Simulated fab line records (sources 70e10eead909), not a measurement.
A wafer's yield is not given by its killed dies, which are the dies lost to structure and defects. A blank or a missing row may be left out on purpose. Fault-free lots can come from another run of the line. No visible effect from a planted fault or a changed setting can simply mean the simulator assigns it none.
fab line records ; flow nandHarc
record: lots: 13; wafers: 36; lastDay: 25
route steps=1159 shown A_ZERO_WELL@404 A_ONON_D1@442 A_CHANNEL_HOLE_D1@462 END@1159
lots that met no fault: from a run of the same line without faults
startH: hours from the record's opening day to when the first of the lot's shown wafers began ; waitH: hours elapsed since this lot's preceding step ; " the same as in the row above ; L1.1+2: several wafers, shown together as one row ; - either no value or no given start ; * or withheld: withheld ; < > ~ a bound
route shown NAME@n: names a module that has steps shown in the file, with the first one's number in the route ; usual: mean/standard deviation of fault-free wafers ; same: alike in all rows ; chamber/n: place in a boat ; sites: per-site readings ; _std_site: how widely they spread, as a standard deviation ; _edge_site: outer sites' mean less inner sites' ; radiusMm: how far each site lies from the wafer's centre ; mask NAME#n: copy n ; behind: the last tool/chamber to shape the wafer ; hold: the reason the lot was held/the length of the hold in hours/how it ended ; device: whichever transistor did not switch (one of n, p or np) ; end of line: tests of these same wafers at the route's end ; step lacking rows: just its recipe ; killed: dies lost to structure and defects at the first sort, not the wafer's yield ; map: the dies of a wafer, with x for killed, . for not killed, _ for no die there
set.NAME: the run value of the setting; set.NAME@STEP: its run value at that earlier step ; model.NAME: the simulator's own value behind a step, which no gauge read
a sample of lots followed through the steps of the route, with each step as a table and each wafer as a row
services: a tool's chamber out of use, with start hour (startH, from the record's first day; less than 0 if before it), hours out, and reason
== steps ==
step: NHARC_A_ZERO_WELL_ETCH_19
recipe: targetDepthA: 800; overetchA: 240; timeS: 87.88; ionEnergyEv: 200; n2FlowSccm: 150; h2FlowSccm: 150; arFlowSccm: 0; rfW: 400; biasW: 150; chemistry: N2/H2
usual: drypumpMotorCurrentA: 5.7/0.63; oesProductAu: 1.001/0.0078; rfVppV: 429.6/2.9; showerheadPlenumPTorr: 2.01/0.099; throttleValvePct: 14.172/0.0093
lot.wafer;tool;chamber;startH;waitH;drypumpMotorCurrentA;oesProductAu;rfHoursCounterH;rfVppV;showerheadPlenumPTorr;throttleValvePct
L641.1;rieDiel-08;2;140.39;0.1;5.4;0.993;1;427.4;1.97;14.169
L641.2;rieDiel-08;0;140.39;0.1;6.3;0.982;1;431.9;2.02;14.167
L641.5;rieDiel-08;1;140.39;0.1;5.9;0.987;-;426.7;1.90;14.175
L640.4;rieDiel-04;1;141.25;0.1;6.6;0.998;1;430.0;2.00;14.174
L640.6;rieDiel-04;1;141.25;0.1;6.6;1.003;-;429.0;2.00;14.156
L640.5;rieDiel-04;2;141.25;0.1;5.7;1.002;-;427.7;1.91;14.179
L644.1;rieDiel-04;3;167.07;0.1;5.2;0.997;3;435.7;2.20;14.180
L644.3;rieDiel-04;1;167.07;0.1;6.6;1.003;3;431.1;2.00;14.171
L644.4;rieDiel-04;1;167.07;0.1;6.6;1.015;-;428.7;2.00;14.169
L645.3;rieDiel-04;3;167.75;0.1;5.2;1.004;3;435.4;2.20;14.156
L645.5;rieDiel-04;1;167.75;0.1;6.6;1.004;-;429.9;2.00;14.166
L645.6;rieDiel-04;0;167.75;0.1;5.3;1.009;-;426.7;1.92;14.151
L646.2;rieDiel-05;3;176.36;0.1;6.4;1.001;1;431.4;2.04;14.168
L646.4;rieDiel-05;3;176.36;0.1;6.4;1.006;-;429.4;2.04;14.179
L646.5;rieDiel-05;1;176.36;0.1;6.3;1.013;-;432.0;2.13;14.173
L647.1;rieDiel-05;2;181.38;0.1;4.7;1.008;1;427.8;1.93;14.177
L647.2;rieDiel-05;3;181.38;0.1;6.4;0.993;1;431.8;2.04;14.185
L647.3;rieDiel-05;0;181.38;0.1;4.7;0.990;0;426.9;1.93;14.178
L653.4;rieDiel-04;2;214.20;0.1;5.7;1.001;4;426.5;1.90;14.176
L653.5;rieDiel-04;2;214.20;0.1;5.7;0.997;-;426.2;1.90;14.178
L653.6;rieDiel-04;3;214.20;0.1;5.2;0.997;-;435.0;2.20;14.165
L652.2;rieDiel-04;1;230.59;0.1;6.6;1.010;9;430.1;2.00;14.179
L652.1;rieDiel-04;2;230.59;0.1;5.7;1.000;7;427.6;1.90;14.172
L655.2;rieDiel-05;2;233.35;0.1;4.7;1.002;6;427.2;1.93;14.183
L655.4;rieDiel-05;3;233.35;0.1;6.4;0.980;6;430.8;2.04;14.171
L655.1;rieDiel-05;0;233.35;0.1;4.7;0.983;6;426.3;1.93;14.163
L656.3;rieDiel-05;1;234.67;0.1;6.4;1.006;7;433.4;2.13;14.184
L656.6;rieDiel-05;0;234.67;0.1;4.7;0.989;-;428.4;1.93;14.157
L657.3;rieDiel-05;0;243.84;0.1;4.7;0.996;6;426.8;1.93;14.170
L657.1;rieDiel-05;1;243.84;0.1;6.4;0.994;8;431.8;2.12;14.192
L660.3;rieDiel-04;2;251.97;0.1;5.7;1.003;9;427.2;1.90;14.166
L660.6;rieDiel-04;3;251.97;0.1;5.2;1.005;-;435.3;2.19;14.172
L660.5;rieDiel-04;0;251.97;0.1;5.3;0.999;-;426.8;1.91;14.167
L662.2;rieDiel-08;0;279.64;0.1;6.3;0.991;9;430.3;2.02;14.156
L662.4;rieDiel-08;1;279.64;0.1;6.0;1.000;9;426.3;1.90;14.168
L662.1;rieDiel-08;2;279.64;0.1;5.4;1.006;8;428.0;1.97;14.162
step: NHARC_A_ZERO_WELL_ETCH_13
recipe: targetDepthA: 1200; timeS: 40.1; hbrFlowSccm: 150; cl2FlowSccm: 50; rfW: 400; icpW: 400; biasW: 100; chemistry: HBr/Cl2
usual: drypumpMotorCurrentA: 6.0/0.44; oesProductAu: 1.004/0.01; throttleValvePct: 26.405/0.0093
lot.wafer;tool;chamber;startH;waitH;drypumpMotorCurrentA;oesProductAu;rfHoursCounterH;throttleValvePct
L641.1;rieSi-03;0;140.50;-;5.2;1.001;1.1;26.400
L641.2;rieSi-03;1;140.50;-;5.7;1.011;1.0;26.423
L641.5;rieSi-03;1;140.50;-;5.8;0.993;-;26.404
L640.4;rieSi-02;0;141.38;-;6.1;1.025;0.7;26.412
L640.5;rieSi-02;3;141.38;-;5.7;1.008;-;26.397
L640.6;rieSi-02;0;141.38;-;6.1;1.016;-;26.399
L644.3;rieSi-03;1;167.21;-;5.8;0.997;0.0;26.421
L644.1;rieSi-03;2;167.21;-;6.4;0.995;0.0;26.411
L644.4;rieSi-03;3;167.21;-;6.4;1.015;0.0;26.405
L645.3;rieSi-06;1;167.90;-;5.4;0.997;1.4;26.401
L645.6;rieSi-06;3;167.90;-;5.9;1.000;-;26.419
L645.5;rieSi-06;0;167.90;-;6.1;0.999;-;26.408
L646.4;rieSi-06;3;176.48;-;5.9;1.005;1.4;26.422
L646.2;rieSi-06;2;176.48;-;6.1;1.020;1.2;26.404
L646.5;rieSi-06;0;176.48;-;6.1;1.005;-;26.412
L647.2;rieSi-03;3;181.51;-;6.4;1.002;0.0;26.397
L647.3;rieSi-03;0;181.51;-;5.2;0.992;0.1;26.376
L647.1;rieSi-03;1;181.51;-;5.8;0.984;0.1;26.409
L653.4;rieSi-03;3;214.32;-;6.4;1.019;0.2;26.388
L653.5;rieSi-03;3;214.32;-;6.4;1.027;-;26.398
L653.6;rieSi-03;0;214.32;-;5.3;0.993;-;26.402
L652.2;rieSi-03;2;230.69;-;6.4;0.993;0.4;26.401
L652.1;rieSi-03;1;230.69;-;5.8;1.004;0.4;26.417
L655.2;rieSi-02;2;233.46;-;6.0;1.021;0.1;26.412
L655.4;rieSi-02;0;233.46;-;6.1;1.015;0.1;26.397
L655.1;rieSi-02;1;233.46;-;6.8;1.011;0.1;26.395
L656.3;rieSi-03;2;234.78;-;6.4;1.000;0.5;26.398
L656.6;rieSi-03;2;234.78;-;6.4;0.995;-;26.399
L657.1;rieSi-03;3;243.97;-;6.4;1.024;0.6;26.410
L657.3;rieSi-03;0;243.97;-;5.3;1.004;0.5;26.407
L660.3;rieSi-02;1;252.08;-;6.8;0.998;0.2;26.394
L660.5;rieSi-02;0;252.08;-;6.1;1.005;-;26.420
L660.6;rieSi-02;1;252.08;-;6.8;0.998;-;26.401
L662.2;rieSi-02;2;279.77;-;6.0;1.013;0.4;26.415
L662.4;rieSi-02;3;279.77;-;5.7;1.003;0.5;26.407
L662.1;rieSi-02;0;279.77;-;6.1;1.017;0.5;26.403
step: NHARC_A_ONON_D1_DEP_25
recipe: targetThkA: 10000; n2FlowSccm: 2750; n2oFlowSccm: 2000; nh3FlowSccm: 500; sih4FlowSccm: 210; tempC: 400
usual: nh3FlowSccm: 500.2/1.6
lot.wafer;tool;chamber;startH;waitH;nh3FlowSccm
L641.1;pecvdOnon-03;0;173.78;0.1;497.6
L641.2;pecvdOnon-03;0;173.78;0.1;497.1
L641.5;pecvdOnon-03;0;173.78;0.1;497.2
L640.4;pecvdOnon-04;0;173.97;0.2;498.3
L640.5;pecvdOnon-04;0;173.97;0.2;498.5
L640.6;pecvdOnon-04;0;173.97;0.2;499.3
L644.1;pecvdOnon-03;0;199.87;0.1;497.0
L644.3;pecvdOnon-03;0;199.87;0.1;500.3
L644.4;pecvdOnon-03;0;199.87;0.1;499.2
L645.3;pecvdOnon-04;0;199.99;0.2;499.8
L645.5;pecvdOnon-04;0;199.99;0.2;499.9
L645.6;pecvdOnon-04;0;199.99;0.2;500.3
L646.2;pecvdOnon-03;0;210.68;0.1;500.9
L646.4;pecvdOnon-03;0;210.68;0.1;499.3
L646.5;pecvdOnon-03;0;210.68;0.1;500.4
L647.1;pecvdOnon-04;0;221.90;0.1;498.7
L647.2;pecvdOnon-04;0;221.90;0.1;497.2
L647.3;pecvdOnon-04;0;221.90;0.1;500.4
L653.4;pecvdOnon-02;0;250.59;0.2;501.8
L653.5;pecvdOnon-02;0;250.59;0.2;502.9
L653.6;pecvdOnon-02;0;250.59;0.2;502.0
L655.1;pecvdOnon-02;0;266.08;0.1;503.1
L655.2;pecvdOnon-02;0;266.08;0.1;501.2
L655.4;pecvdOnon-02;0;266.08;0.1;498.6
L652.1;pecvdOnon-04;0;266.12;0.1;500.7
L652.2;pecvdOnon-04;0;266.12;0.1;500.4
L656.3;pecvdOnon-04;0;270.70;0.2;500.9
L656.6;pecvdOnon-04;0;270.70;0.2;503.3
L657.1;pecvdOnon-04;0;281.72;0.1;501.6
L657.3;pecvdOnon-04;0;281.72;0.1;500.1
L660.3;pecvdOnon-02;0;281.86;0.2;500.4
L660.5;pecvdOnon-02;0;281.86;0.2;501.2
L660.6;pecvdOnon-02;0;281.86;0.2;502.7
L662.1;pecvdOnon-02;0;312.54;0.1;500.8
L662.2;pecvdOnon-02;0;312.54;0.1;500.5
L662.4;pecvdOnon-02;0;312.54;0.1;503.1
step: NHARC_A_ONON_D1_THK_MEAS_27
recipe: thkMeasGauge: ellipsometry
usual: thkNm: 1002/9.3
lot.wafer;tool;chamber;startH;waitH;thkNm
L641.1;filmMetro-02;-;174.29;-;1006
L641.2;filmMetro-02;-;174.29;-;1006
L641.5;filmMetro-02;-;174.29;-;1008
L640.4;filmMetro-01;-;174.31;-;1018
L640.5;filmMetro-01;-;174.31;-;1016
L640.6;filmMetro-01;-;174.31;-;1017
L644.1;filmMetro-02;-;200.38;-;1000
L644.3;filmMetro-02;-;200.38;-;1001
L644.4;filmMetro-02;-;200.38;-;1000
L645.3;filmMetro-01;-;200.39;-;995
L645.5;filmMetro-01;-;200.39;-;994
L645.6;filmMetro-01;-;200.39;-;995
L646.2;filmMetro-01;-;211.14;-;1002
L646.4;filmMetro-01;-;211.14;-;999
L646.5;filmMetro-01;-;211.14;-;1000
L647.1;filmMetro-01;-;222.41;-;981
L647.2;filmMetro-01;-;222.41;-;982
L647.3;filmMetro-01;-;222.41;-;983
L653.4;filmMetro-01;-;250.92;-;1009
L653.5;filmMetro-01;-;250.92;-;1007
L653.6;filmMetro-01;-;250.92;-;1008
L655.1;filmMetro-01;-;266.59;-;997
L655.2;filmMetro-01;-;266.59;-;999
L655.4;filmMetro-01;-;266.59;-;998
L652.1;filmMetro-01;-;266.65;-;1003
L652.2;filmMetro-01;-;266.65;-;1391
L656.3;filmMetro-01;-;271.10;-;1398
L656.6;filmMetro-01;-;271.10;-;1009
L657.1;filmMetro-01;-;282.23;-;1005
L657.3;filmMetro-01;-;282.23;-;1395
L660.3;filmMetro-02;-;282.26;-;1001
L660.5;filmMetro-02;-;282.26;-;1000
L660.6;filmMetro-02;-;282.26;-;999
L662.1;filmMetro-02;-;313.05;-;1006
L662.2;filmMetro-02;-;313.05;-;1005
L662.4;filmMetro-02;-;313.05;-;1007
step: NHARC_A_CHANNEL_HOLE_D1_CD_MEAS_10
recipe: targetCdNm: 100; landingEnergyEv: 500
usual: cdNm: 100.1/0.54
lot.wafer;tool;chamber;startH;waitH;cdNm
L641.1;cdSem-01;0;180.11;-;100.5
L641.2;cdSem-01;0;180.11;-;99.9
L641.5;cdSem-01;0;180.11;-;100.9
L640.4;cdSem-01;0;182.13;-;100.0
L640.5;cdSem-01;0;182.13;-;98.4
L640.6;cdSem-01;0;182.13;-;99.6
L644.1;cdSem-03;0;204.08;-;100.5
L644.3;cdSem-03;0;204.08;-;100.2
L644.4;cdSem-03;0;204.08;-;99.8
L645.3;cdSem-02;0;204.24;-;99.1
L645.5;cdSem-02;0;204.24;-;99.1
L645.6;cdSem-02;0;204.24;-;99.7
L646.2;cdSem-02;0;214.96;-;100.3
L646.4;cdSem-02;0;214.96;-;100.0
L646.5;cdSem-02;0;214.96;-;100.1
L647.1;cdSem-01;0;228.07;-;99.4
L647.2;cdSem-01;0;228.07;-;100.2
L647.3;cdSem-01;0;228.07;-;100.7
L653.4;cdSem-01;0;256.54;-;100.2
L653.5;cdSem-01;0;256.54;-;100.3
L653.6;cdSem-01;0;256.54;-;100.7
L655.1;cdSem-02;0;270.73;-;101.1
L655.2;cdSem-02;0;270.73;-;100.7
L655.4;cdSem-02;0;270.73;-;100.9
L652.1;cdSem-02;0;271.22;-;100.2
L656.6;cdSem-01;0;275.52;-;99.7
L657.1;cdSem-01;0;285.93;-;101.0
L660.3;cdSem-02;0;287.45;-;100.8
L660.5;cdSem-02;0;287.45;-;100.5
L660.6;cdSem-02;0;287.45;-;100.3
L662.1;cdSem-03;0;317.43;-;100.4
L662.2;cdSem-03;0;317.43;-;99.5
L662.4;cdSem-03;0;317.43;-;99.7
step: NHARC_END_SORT_01
recipe: tempC: 25
usual: killedAtArray: 28/11; killedAtOther: 0.5/0.85; killedAtPeriphery: 2.7/1.9; killedDies: 32/12; killedOpen: 3.3/1.6; killedShort: 2.1/1.5
same: grossDies: 677
lot.wafer;tool;chamber;startH;waitH;killedAtArray;killedAtOther;killedAtPeriphery;killedDies;killedOpen;killedShort
L652.1;prober-01;0;548.41;2.5;51;0;4;55;6;2
L652.2;prober-01;0;549.21;2.8;675;0;2;677;4;1
L656.3;prober-02;0;557.71;3.1;676;0;1;677;4;3
L656.6;prober-02;0;560.11;4.0;37;0;3;40;4;2
L657.1;prober-02;0;563.94;2.5;12;0;1;13;1;2
L657.3;prober-02;0;565.54;3.1;677;0;0;677;4;4
killed by level:class
L652.1 A_SLIT:chamberFilmFlake=24 A_CHANNEL_HOLE_D1:chamberFilmFlake=16 A_WL_FILL:geometricParticle:open=3 A_STAIRCASE:chamberFilmFlake=3 P_CONTACT:geometricParticle:short=1 P_M0:geometricParticle:open=1 A_ONON_D1:geometricParticle:short=1 A_CONTACT:geometricParticle:open=1
L652.2 A_ONON_D1:areaDep=633 A_SLIT:chamberFilmFlake=20 A_CHANNEL_HOLE_D1:chamberFilmFlake=10 A_STAIRCASE:chamberFilmFlake=4 A_CONTACT:geometricParticle:open=2 A_CHANNEL_FILL_D1:chamberFilmFlake=2 A_CONTACT:chamberFilmFlake=2 P_M0:geometricParticle:open=1
L656.3 A_ONON_D1:areaDep=645 A_SLIT:chamberFilmFlake=15 A_CONTACT:chamberFilmFlake=6 A_CONTACT:geometricParticle:open=2 A_CHANNEL_HOLE_D1:chamberFilmFlake=2 A_ONON_D1:geometricParticle:short=1 A_CHANNEL_HOLE_D1:geometricParticle:short=1 A_CHANNEL_FILL_D1:geometricParticle:short=1
L656.6 A_SLIT:chamberFilmFlake=22 A_CONTACT:chamberFilmFlake=4 A_CHANNEL_HOLE_D1:chamberFilmFlake=3 A_STAIRCASE:chamberFilmFlake=3 P_M0:geometricParticle:open=1 P_BONDPAD:geometricParticle:open=1 A_CHANNEL_HOLE_D1:geometricParticle:short=1 A_CHANNEL_FILL_D1:geometricParticle:open=1
L657.1 A_CHANNEL_HOLE_D1:chamberFilmFlake=4 A_WL_FILL:chamberFilmFlake=2 P_CONTACT:geometricParticle:open=1 A_WL_FILL:geometricParticle:short=1 A_M0:geometricParticle:short=1 A_CHANNEL_FILL_D1:chamberFilmFlake=1 A_STAIRCASE:chamberFilmFlake=1 A_SLIT:chamberFilmFlake=1
L657.3 A_ONON_D1:areaDep=653 A_CHANNEL_HOLE_D1:chamberFilmFlake=5 A_WL_FILL:chamberFilmFlake=4 A_CONTACT:chamberFilmFlake=4 A_STAIRCASE:chamberFilmFlake=3 A_CONTACT:geometricParticle:open=2 A_ONON_D1:geometricParticle:short=1 A_CHANNEL_HOLE_D1:geometricParticle:open=1
== services ==
tool;chamber;startH;hours;kind
rieDiel-08;-;124.80;9.0;pm
rieSi-03;3;129.62;23.5;repair
rieDiel-05;0;130.70;46.0;repair
rieDiel-05;2;150.66;6.9;repair
rieSi-03;1;151.38;8.8;repair
pecvdOnon-03;-;153.05;13.0;pm
rieSi-03;-;155.00;9.0;pm
rieSi-03;0;155.00;9.0;ventCycle
rieSi-03;2;155.00;9.0;ventCycle
rieSi-03;3;155.00;9.0;ventCycle
rieDiel-04;2;162.60;14.7;repair
rieDiel-05;-;163.61;9.0;pm
rieSi-03;0;164.00;-;clean
rieSi-03;1;164.00;-;clean
rieSi-06;-;183.00;9.0;pm
rieSi-02;-;211.00;9.0;pm
rieDiel-08;3;214.09;8.2;repair
pecvdOnon-04;-;237.00;13.0;pm
rieDiel-04;-;254.37;0.4;repair
rieDiel-05;1;273.09;4.4;repair
rieDiel-04;-;288.90;9.0;pm
pecvdOnon-02;-;292.00;13.0;pm
rieDiel-08;-;301.81;9.0;pm
rieDiel-05;3;307.16;35.4;repair
== key ==
firstSign: step: NHARC_A_ONON_D1_THK_MEAS_27; reading: thkNm; direction: up; sigmas: 42; usual: 1002; struck: 1395
effect: step: NHARC_END_SORT_01; reading: killedAtArray; direction: up; sigmas: 57; usual: 28; struck: 676
moreKillsBornAt: NHARC_A_ONON_D1_DEP_25@pecvdOnon-04: 1931
metAt NHARC_A_ONON_D1_DEP_25
struckLots L652,L656,L657
struckWafers L652.2,L656.3,L657.3
laterRowsLeftOut L652.2,L656.3,L657.3
testerLeftOut L652,L656,L657
notActingAt NHARC_A_ZERO_WELL_ETCH_19,NHARC_A_ZERO_WELL_ETCH_13,NHARC_A_CHANNEL_HOLE_D1_CD_MEAS_10
onsetBetween 221.90 266.12
fault: kind: processParameterDrift; tool: pecvdOnon-04; chamber: -; onsetH: 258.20; steps: NHARC_A_ONON_D1_DEP_25; channel: targetThkA; offset: *; shape: step; endH: 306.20; scope: struckWafersOnly; actsIn: *; stated: *
testerLeftOut: of these lots the tester's yield and bins aren't shown, on N5 and GAA mostly nor the transistor test; their killed dies are dies lost to structure and defects alone, not to doping, threshold or leakage, so they don't give the yield
laterRowsLeftOut: the simulator's readings of these wafers behind a module that went badly wrong aren't trusted and aren't shown, but for the sort
